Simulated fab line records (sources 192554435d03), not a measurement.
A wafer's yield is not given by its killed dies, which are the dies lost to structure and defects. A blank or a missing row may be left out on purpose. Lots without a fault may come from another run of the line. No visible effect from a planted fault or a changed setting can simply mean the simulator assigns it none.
Split-lot experiment | flow n5 finfet | on a route of 1938 steps: 7 lots, 39 wafers read

ABOUT THE SPLIT
At N5_BEOL_M14_DEP_53 (deposits SiCN from 3MS/NH3, target thk 50 nm, time 17.8 s), the setting time s was moved away from the recipe's 17.8 s on 15 of the 39 wafers read, by -41.7% to +35.2%. This setting was run at the recipe's value on the other wafers.

Reading taken at the split's own step.

THE READING
SiCN_of_BEOL_M14_DEP_53.thk nm (the simulator's own value, which no gauge read), in nm, at N5_BEOL_M14_DEP_53 (deposits SiCN from 3MS/NH3, target thk 50 nm, time 17.8 s). There is no usual value for it anywhere in the file. The 24 wafers here that ran the recipe average 49.8 nm, standard deviation 0.72 nm.

wafer  | tool, chamber at the split | time s as run, s | against the recipe | SiCN_of_BEOL_M14_DEP_53.thk nm, nm | against lot-mates on the recipe
L074.1 | pecvd-03, 1                | 17.8             | recipe             | 49.4                               | -
L074.2 | pecvd-03, 2                | 17.8             | recipe             | 50.4                               | -
L074.5 | pecvd-03, 0                | 17.8             | recipe             | 49.8                               | -
L077.1 | pecvd-01, 2                | 10.88            | -38.9%             | 30.6                               | -19.7
L077.2 | pecvd-01, 1                | 10.88            | -38.9%             | 30.2                               | -20.1
L077.3 | pecvd-01, 0,2              | 17.8             | recipe             | 50.2                               | -
L077.4 | pecvd-01, 0,2              | 17.8             | recipe             | 50.2                               | -
L077.5 | pecvd-01, 0                | 10.88            | -38.9%             | 31.2                               | -19.1
L077.6 | pecvd-01, 1                | 17.8             | recipe             | 50.6                               | -
L083.1 | pecvd-02, 2,1              | 17.8             | recipe             | 49.8                               | -
L083.6 | pecvd-02, 2,1              | 17.8             | recipe             | 49.8                               | -
L083.2 | pecvd-02, 0                | 17.8             | recipe             | 50                                 | -
L083.3 | pecvd-02, 1                | 17.8             | recipe             | 49                                 | -
L083.4 | pecvd-02, 2                | 17.8             | recipe             | 50.2                               | -
L083.5 | pecvd-02, 0                | 17.8             | recipe             | 50.8                               | -
L085.1 | pecvd-03, 0                | 10.38            | -41.7%             | 28.2                               | -21.1
L085.2 | pecvd-03, 1                | 10.38            | -41.7%             | 28.6                               | -20.7
L085.3 | pecvd-03, 2,0              | 17.8             | recipe             | 48.6                               | -
L085.5 | pecvd-03, 2,0              | 17.8             | recipe             | 48.6                               | -
L085.4 | pecvd-03, 1                | 10.38            | -41.7%             | 29.6                               | -19.7
L085.6 | pecvd-03, 2                | 17.8             | recipe             | 50.6                               | -
L091.1 | pecvd-01, 2                | 24.06            | +35.2%             | 65.8                               | +16.1
L091.2 | pecvd-01, 0                | 24.06            | +35.2%             | 66.2                               | +16.5
L091.3 | pecvd-01, 1                | 17.8             | recipe             | 49.2                               | -
L091.4 | pecvd-01, 0                | 17.8             | recipe             | 50.2                               | -
L091.5 | pecvd-01, 2                | 17.8             | recipe             | 49.6                               | -
L091.6 | pecvd-01, 1                | 24.06            | +35.2%             | 67.2                               | +17.5
L094.1 | pecvd-03, 0                | 17.8             | recipe             | 48.2                               | -
L094.2 | pecvd-03, 1                | 14.11            | -20.7%             | 39.4                               | -9.8
L094.3 | pecvd-03, 2                | 14.11            | -20.7%             | 40                                 | -9.2
L094.4 | pecvd-03, 0                | 17.8             | recipe             | 49.4                               | -
L094.5 | pecvd-03, 1                | 17.8             | recipe             | 50                                 | -
L094.6 | pecvd-03, 2                | 14.11            | -20.7%             | 41                                 | -8.2
L097.1 | pecvd-03, 1                | 22.99            | +29.2%             | 63.6                               | +13.4
L097.2 | pecvd-03, 2                | 22.99            | +29.2%             | 64.6                               | +14.4
L097.3 | pecvd-03, 0                | 22.99            | +29.2%             | 63                                 | +12.8
L097.4 | pecvd-03, 0                | 17.8             | recipe             | 49.4                               | -
L097.5 | pecvd-03, 1                | 17.8             | recipe             | 50                                 | -
L097.6 | pecvd-03, 2                | 17.8             | recipe             | 51.2                               | -
If several chambers appear in one row, that row covers several wafers at once and the file leaves open which wafer was in which chamber.

THE FIT
A straight line over all 39 wafers: SiCN_of_BEOL_M14_DEP_53.thk nm changes by +0.487 nm for each +1% of time s; r = +1.00; the points scatter about the line by 0.74 nm.
The same after taking each lot's own level away (the mean of its wafers on the recipe; 39 wafers): +0.483 nm for each +1%; r = +1.00; scatter 0.74 nm.
According to that fit, moving time s by its largest amount changes the reading by 20 nm.
From 49.20 to 50.33 nm: that is the span of the lots' own levels, equal to 1.6 times the standard deviation above.
The two slopes agree, so the slope changes little with the lot-to-lot level.
Check: -20.1 nm against its lot-mates is what the line predicts for one of the wafers moved furthest among these (-41.7%) when that wafer is left out of the fit. It came out at -21.1 nm against them.

THE OTHER SPLITS THESE WAFERS WENT THROUGH
Note: prior to the reading, these wafers also went through further splits. Each is held against what the fit with the lots' levels taken away leaves over:
other split on the same wafers            | wafers away from the commonest value | r with SiCN_of_BEOL_M14_DEP_53.thk nm (lot level and that fit taken away)
N5_BEOL_M12_TRENCH_ETCH_34 target depth a | 9                                    | -0.07

FILE'S OWN FIT
SiCN_of_BEOL_M14_DEP_53.thk nm changes by +0.484 nm for each +1% of time s, r = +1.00.
